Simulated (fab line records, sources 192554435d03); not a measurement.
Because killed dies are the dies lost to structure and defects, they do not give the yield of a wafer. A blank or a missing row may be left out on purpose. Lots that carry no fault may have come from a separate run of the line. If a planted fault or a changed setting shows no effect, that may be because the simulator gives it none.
Chamber matching ; flow n5 finfet ; 4 sister chambers for N5_BEOL_M0_SAQP_ETCH_84 on rie diel-04
The step etches SOC in N2/H2, target depth 100 nm, overetch 20 nm, time 150 s. 4 wafers are shown with their chamber, then 7 later ones without.

== WAFERS WITH THEIR CHAMBER ==
wafer;chamber;showerhead plenum p Torr (Torr)
L079.5;2;2.62
L088.5;0;2.47
L090.2;1;2.56
L090.4;3;2.34

== WAFERS WITH NO CHAMBER GIVEN ==
wafer;showerhead plenum p Torr (Torr)
L090.6;2.47
L092.2;2.55
L092.4;2.34
L092.6;2.55
L096.2;2.34
L096.4;2.47
L096.6;2.55

== EACH ONE'S CHAMBER ==
wafer;from the rows above;in truth
L090.6;0;0
L092.2;1;1
L092.4;3;3
L092.6;1;1
L096.2;3;3
L096.4;0;0
L096.6;1;1
Correct placement for 7 of the 7. Number that these rows cannot place: 0. 0 placed wrongly.
How it was worked out, from the rows above alone: a wafer's distance from a chamber is the root of the sum, over the readings, of the square of ((its reading less the chamber's mean) divided by the reading's scatter). If the next closest chamber is less than 2 further off than the closest, the wafer can't be placed; otherwise it belongs to the closest. The mean given for a chamber averages the wafers shown for that chamber. The scatter: with one shown wafer a chamber, the root of the mean of the squares of how far each hidden wafer lies from its nearest shown one.
